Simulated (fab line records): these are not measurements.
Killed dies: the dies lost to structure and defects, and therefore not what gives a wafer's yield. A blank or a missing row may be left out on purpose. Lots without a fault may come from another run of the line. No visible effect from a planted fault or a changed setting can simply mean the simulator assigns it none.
What tool caused it? :: flow n5_finfet :: 36 wafers from 12 lots sampled at 4 of the route's 1938 steps

## WHAT THE GAUGES READ, wafer by wafer
N5_BEOL_M7_THK_MEAS_01.
lot: L075
measured: day 10 18:23
on: film_metro-01
M7_ILD_THK (nm): 153.0 156.6 158.6

lot: L076
measured: day 11 15:11
on: film_metro-01
M7_ILD_THK (nm): 155.1 156.0 154.4

lot: L079
measured: day 12 08:39
on: film_metro-02
M7_ILD_THK (nm): 154.9 153.0 158.4

lot: L081
measured: day 14 03:14
on: film_metro-01
M7_ILD_THK (nm): 153.4 154.1 155.5

lot: L084
measured: day 15 05:21
on: film_metro-01
M7_ILD_THK (nm): 158.4 155.6 158.0

lot: L086
measured: day 15 20:01
on: film_metro-02
M7_ILD_THK (nm): 155.4 157.1 154.0

lot: L090
measured: day 16 10:19
on: film_metro-01
M7_ILD_THK (nm): 154.2 155.8 155.9

lot: L095
measured: day 17 07:30
on: film_metro-02
M7_ILD_THK (nm): 154.1 154.6 155.5

lot: L091
measured: day 17 13:56
on: film_metro-01
M7_ILD_THK (nm): 151.3 151.4 154.0

lot: L093
measured: day 18 11:53
on: film_metro-02
M7_ILD_THK (nm): 155.4 159.5 159.2

lot: L089
measured: day 18 12:09
on: film_metro-02
M7_ILD_THK (nm): 156.7 154.2 156.7

lot: L096
measured: day 18 17:58
on: film_metro-02
M7_ILD_THK (nm): 155.1 156.0 155.3

## WHAT TOOL EACH LOT RAN ON (gives the tool, then ch and the chambers of the sampled wafers, and finally the start)
lot: L075
N5_BEOL_M5_ANNEAL_51: rtp_anneal-01 ch 0, day 10 06:54
N5_BEOL_M6_DESCUM_16: rie_diel-04 ch 1,2, day 10 09:47
N5_BEOL_M6_SURFACE_TREAT_79: pvd_sputter-02, day 10 16:28

lot: L076
N5_BEOL_M5_ANNEAL_51: rtp_anneal-01 ch 0, day 11 00:17
N5_BEOL_M6_DESCUM_16: rie_diel-04 ch 0,1,3, day 11 04:41
N5_BEOL_M6_SURFACE_TREAT_79: pvd_sputter-02, day 11 13:16

lot: L079
N5_BEOL_M5_ANNEAL_51: rtp_anneal-02 ch 0, day 11 23:35
N5_BEOL_M6_DESCUM_16: rie_diel-05 ch 1,3, day 12 02:16
N5_BEOL_M6_SURFACE_TREAT_79: pvd_sputter-01, day 12 05:19

lot: L081
N5_BEOL_M5_ANNEAL_51: rtp_anneal-01 ch 0, day 13 15:02
N5_BEOL_M6_DESCUM_16: rie_diel-04 ch 0,3, day 13 19:01
N5_BEOL_M6_SURFACE_TREAT_79: pvd_sputter-01, day 14 01:09

lot: L084
N5_BEOL_M5_ANNEAL_51: rtp_anneal-01 ch 0, day 14 19:45
N5_BEOL_M6_DESCUM_16: rie_diel-02 ch 0,1,3, day 14 23:12
N5_BEOL_M6_SURFACE_TREAT_79: pvd_sputter-01, day 15 03:17

lot: L086
N5_BEOL_M5_ANNEAL_51: rtp_anneal-01 ch 0, day 15 12:29
N5_BEOL_M6_DESCUM_16: rie_diel-04 ch 0,3, day 15 14:40
N5_BEOL_M6_SURFACE_TREAT_79: pvd_sputter-02, day 15 17:53

lot: L090
N5_BEOL_M5_ANNEAL_51: rtp_anneal-02 ch 0, day 16 02:26
N5_BEOL_M6_DESCUM_16: rie_diel-04 ch 0,1,3, day 16 04:54
N5_BEOL_M6_SURFACE_TREAT_79: pvd_sputter-01, day 16 08:25

lot: L095
N5_BEOL_M5_ANNEAL_51: rtp_anneal-02 ch 0, day 16 22:08
N5_BEOL_M6_DESCUM_16: rie_diel-02 ch 1,2,3, day 17 01:14
N5_BEOL_M6_SURFACE_TREAT_79: pvd_sputter-01, day 17 05:36

lot: L091
N5_BEOL_M5_ANNEAL_51: rtp_anneal-01 ch 0, day 17 03:33
N5_BEOL_M6_DESCUM_16: rie_diel-02 ch 0,1,3, day 17 06:50
N5_BEOL_M6_SURFACE_TREAT_79: pvd_sputter-01, day 17 11:53

lot: L093
N5_BEOL_M5_ANNEAL_51: rtp_anneal-01 ch 0, day 17 20:20
N5_BEOL_M6_DESCUM_16: rie_diel-05 ch 0,2, day 18 01:19
N5_BEOL_M6_SURFACE_TREAT_79: pvd_sputter-01, day 18 08:29

lot: L089
N5_BEOL_M5_ANNEAL_51: rtp_anneal-02 ch 0, day 17 21:15
N5_BEOL_M6_DESCUM_16: rie_diel-02 ch 0,1,3, day 18 01:55
N5_BEOL_M6_SURFACE_TREAT_79: pvd_sputter-03, day 18 10:22

lot: L096
N5_BEOL_M5_ANNEAL_51: rtp_anneal-01 ch 0, day 18 06:55
N5_BEOL_M6_DESCUM_16: rie_diel-05 ch 1,2, day 18 11:22
N5_BEOL_M6_SURFACE_TREAT_79: pvd_sputter-02, day 18 14:19
- N5_BEOL_M5_ANNEAL_51: time 90 s.
- N5_BEOL_M6_DESCUM_16: chemistry O2, time 7.9 s.
- N5_BEOL_M6_SURFACE_TREAT_79

## THE ANSWER, worked out from the rows above alone
Rule: the lots themselves supply what counts as usual. The widest of any qualifying gaps counts: lots, ordered by their means at a reading, are off when they make up no more than a third of the lots, leave a main group of 4 or more, and stand apart from it by 3 or more times the standard deviation of that group's means. The tables above print the reading to a certain number of digits; a main group whose means all agree to those digits is not used. A lot without any number at a reading at which 4 lots or more have one is off too. Any other lot the step has rows for is counted as sound.
No lot is off at any reading shown: from this, nothing can be told.

## WHAT THE SIMULATOR PUT IN
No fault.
